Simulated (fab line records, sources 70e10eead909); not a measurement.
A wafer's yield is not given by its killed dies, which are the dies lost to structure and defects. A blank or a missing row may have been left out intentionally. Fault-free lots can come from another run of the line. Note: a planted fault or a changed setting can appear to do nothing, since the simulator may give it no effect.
Chamber matching	flow nandHarc	4 sister chambers for NHARC_P_ZERO_WELL_DESCUM_26 on rieDiel-12
The step chemistry O2, time 3 s. 20 wafers are shown with their chamber, then 10 later ones without.

EACH WAFER AND ITS CHAMBER
wafer	chamber	drypumpMotorCurrentA (A)	rfVppV (V)	oesProductAu (a.u.)
L075.1	3	6.1	56.6	0.989
L075.4	3	6.1	57.2	0.998
L075.6	1	6.3	57.3	0.989
L078.1	3	6.1	58.0	1.010
L078.3	1	6.2	57.4	1.020
L078.4	2	5.1	59.1	1.006
L083.1	3	6.1	58.1	0.994
L083.2	0	5.7	58.6	1.017
L083.4	1	6.3	58.0	1.007
L086.1	1	6.3	58.3	1.026
L086.3	3	6.1	57.0	1.005
L086.5	3	6.1	57.7	1.000
L089.1	0	5.7	58.8	1.022
L089.2	1	6.3	58.0	1.025
L089.6	0	5.8	59.0	1.019
L090.1	3	6.1	56.9	1.017
L090.3	2	5.1	59.0	1.000
L090.6	3	6.1	56.4	1.015
L093.2	2	5.1	56.8	0.995
L093.3	1	6.3	57.7	1.016

SIGNATURES (averages over the wafers above)
reading	chamber 0	chamber 1	chamber 2	chamber 3	scatter within a chamber
drypumpMotorCurrentA	5.733	6.283	5.100	6.100	0.0306
rfVppV	58.800	57.783	58.300	57.237	0.663
oesProductAu	1.01933	1.01383	1.00033	1.00350	0.0105
Rule: a wafer's distance from a chamber is the root of the sum, over the readings, of the square of ((its reading less the chamber's mean) divided by the reading's scatter). The wafer belongs to the nearest chamber; if the next one is less than 2 further off, it can't be placed. The scatter is the square root of a quotient: the sum, over the shown wafers, of each reading's squared deviation from its chamber's mean, divided by wafers minus chambers.

WAFERS WHOSE CHAMBER IS MISSING
wafer	drypumpMotorCurrentA (A)	rfVppV (V)	oesProductAu (a.u.)
L093.6	5.1	58.4	1.001
L094.2	5.7	58.0	1.012
L094.4	6.3	58.1	1.012
L094.5	6.1	58.1	1.014
L096.1	5.1	57.5	0.997
L096.2	6.3	58.2	1.008
L096.3	6.1	56.9	1.009
L097.3	5.1	57.6	1.002
L097.4	5.7	59.2	1.013
L097.6	5.7	59.0	1.016

EACH ONE'S CHAMBER
wafer	from the rows above	in truth
L093.6	2	2
L094.2	0	0
L094.4	1	1
L094.5	3	3
L096.1	2	2
L096.2	1	1
L096.3	3	3
L097.3	2	2
L097.4	0	0
L097.6	0	0
10 of 10 placed correctly. Can't be placed from these rows: 0. Wrongly placed: 0.
